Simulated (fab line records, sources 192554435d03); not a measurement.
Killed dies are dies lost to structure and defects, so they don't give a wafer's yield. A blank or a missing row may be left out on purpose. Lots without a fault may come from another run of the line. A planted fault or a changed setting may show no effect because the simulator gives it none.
Split-lot experiment | flow n5_finfet | 7 lots, 39 wafers read, on a route of 1938 steps

THE SPLIT
At N5_DUMMY_GATE_ETCH_31 (etches SiO2 in C4F6/O2, target depth 82.5 nm, time 27.5 s), the setting target_depth_a was moved away from the recipe's 825 angstrom on 15 of the 39 wafers read, by -11.0% to +12.3%. The other wafers ran this setting at the recipe's value.

The reading is taken at the split's own step.

THE READING
SOC_of_DUMMY_GATE_COAT_34.thk_nm (the simulator's own value, which no gauge read), in nm, at N5_DUMMY_GATE_ETCH_31 (etches SiO2 in C4F6/O2, target depth 82.5 nm, time 27.5 s). The file gives no usual value for it. The 24 wafers here that ran the recipe average 51.6 nm, standard deviation 0.23 nm.

wafer  | tool, chamber at the split | target_depth_a as run, angstrom | against the recipe | SOC_of_DUMMY_GATE_COAT_34.thk_nm, nm | against lot-mates on the recipe
L076.1 | rie_diel-02, 1             | 825                             | recipe             | 51.4                                 | -
L076.2 | rie_diel-02, 2             | 825                             | recipe             | 51.6                                 | -
L076.3 | rie_diel-02, 0             | 825                             | recipe             | 51.4                                 | -
L076.4 | rie_diel-02, 3             | 825                             | recipe             | 51.8                                 | -
L076.5 | rie_diel-02, 0             | 825                             | recipe             | 51.6                                 | -
L076.6 | rie_diel-02, 1             | 825                             | recipe             | 51.4                                 | -
L078.1 | rie_diel-01, 0             | 878.8                           | +6.5%              | 51                                   | -0.6
L078.2 | rie_diel-01, 1             | 878.8                           | +6.5%              | 51                                   | -0.6
L078.3 | rie_diel-01, 2             | 878.8                           | +6.5%              | 51.4                                 | -0.2
L078.4 | rie_diel-01, 3             | 825                             | recipe             | 51.6                                 | -
L078.5 | rie_diel-01, 3             | 825                             | recipe             | 51.6                                 | -
L078.6 | rie_diel-01, 0             | 825                             | recipe             | 51.6                                 | -
L079.1 | rie_diel-02, 2             | 734.1                           | -11.0%             | 53.2                                 | +1.5
L079.2 | rie_diel-02, 3             | 825                             | recipe             | 51.8                                 | -
L079.3 | rie_diel-02, 1             | 825                             | recipe             | 51.8                                 | -
L079.4 | rie_diel-02, 0             | 825                             | recipe             | 51.6                                 | -
L079.5 | rie_diel-02, 1             | 734.1                           | -11.0%             | 52.8                                 | +1.1
L079.6 | rie_diel-02, 2             | 734.1                           | -11.0%             | 53                                   | +1.3
L080.1 | rie_diel-01, 0             | 795.3                           | -3.6%              | 51.8                                 | +0.1
L080.2 | rie_diel-01, 2             | 825                             | recipe             | 51.6                                 | -
L080.3 | rie_diel-01, 1             | 795.3                           | -3.6%              | 51.8                                 | +0.1
L080.4 | rie_diel-01, 0             | 795.3                           | -3.6%              | 51.8                                 | +0.1
L080.5 | rie_diel-01, 1             | 825                             | recipe             | 51.6                                 | -
L080.6 | rie_diel-01, 2             | 825                             | recipe             | 51.8                                 | -
L081.3 | rie_diel-02, 0             | 825                             | recipe             | 51.4                                 | -
L081.4 | rie_diel-02, 2             | 825                             | recipe             | 52.2                                 | -
L081.5 | rie_diel-02, 2             | 825                             | recipe             | 52                                   | -
L084.1 | rie_diel-02, 0             | 926.1                           | +12.3%             | 50.4                                 | -1.3
L084.2 | rie_diel-02, 1             | 825                             | recipe             | 51.8                                 | -
L084.3 | rie_diel-02, 3             | 926.1                           | +12.3%             | 50.8                                 | -0.9
L084.4 | rie_diel-02, 2             | 825                             | recipe             | 52                                   | -
L084.5 | rie_diel-02, 2             | 926.1                           | +12.3%             | 51                                   | -0.7
L084.6 | rie_diel-02, 1             | 825                             | recipe             | 51.4                                 | -
L088.1 | rie_diel-05, 0             | 825                             | recipe             | 51.6                                 | -
L088.2 | rie_diel-05, 1             | 754.4                           | -8.6%              | 52.4                                 | +1.0
L088.3 | rie_diel-05, 2             | 754.4                           | -8.6%              | 52.6                                 | +1.2
L088.4 | rie_diel-05, 3             | 825                             | recipe             | 51.2                                 | -
L088.5 | rie_diel-05, 2             | 754.4                           | -8.6%              | 52.6                                 | +1.2
L088.6 | rie_diel-05, 3             | 825                             | recipe             | 51.4                                 | -

THE FIT
A straight line over all 39 wafers: SOC_of_DUMMY_GATE_COAT_34.thk_nm changes by -0.0935 nm for each +1% of target_depth_a; r = -0.91; the points scatter about the line by 0.25 nm.
The same after taking each lot's own level away (the mean of its wafers on the recipe; 39 wafers): -0.098 nm for each +1%; r = -0.93; scatter 0.22 nm.
On that fit, the largest move of target_depth_a shifts the reading by 1.2 nm.
The lots' own levels span 51.40 to 51.87 nm, that is 2.0 times the standard deviation above.
So the lot-to-lot level changes the slope little: the two slopes agree.
Check: with one of the wafers moved furthest among these (+12.3%) left out of the fit, the line predicts -1.12 nm for it against its lot-mates. It came out at -1.33 nm against them.

OTHER SPLITS ON THESE WAFERS
These wafers also went through other splits before the reading. Each is held against what the fit with the lots' levels taken away leaves over:
other split on the same wafers | wafers away from the commonest value | r with SOC_of_DUMMY_GATE_COAT_34.thk_nm (lot level and that fit taken away)
N5_FIN_CUT_EXPOSE_05 dose_mj   | 15                                   | -0.19
N5_DUMMY_GATE_CVD_03 temp_c    | 24                                   | -0.29
N5_DUMMY_GATE_ETCH_37 source_w | 9                                    | -0.03

THE WHOLE CHAIN: every reading that the file lists as answering this split, in the file's order
step                  | what it does                                              | reading                                                                           | change (the file's fit)                | r (the file's)
N5_DUMMY_GATE_ETCH_31 | etches SiO2 in C4F6/O2, target depth 82.5 nm, time 27.5 s | etch.depth_nm (the simulator's own value, which no gauge read)                    | +0.896 nm for each +1% of the setting  | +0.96
N5_DUMMY_GATE_ETCH_31 | etches SiO2 in C4F6/O2, target depth 82.5 nm, time 27.5 s | SOC_of_DUMMY_GATE_COAT_34.thk_nm (the simulator's own value, which no gauge read) | -0.0985 nm for each +1% of the setting | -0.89

THE FILE'S OWN FIT
SOC_of_DUMMY_GATE_COAT_34.thk_nm changes by -0.0985 nm for each +1% of target_depth_a, r = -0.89.
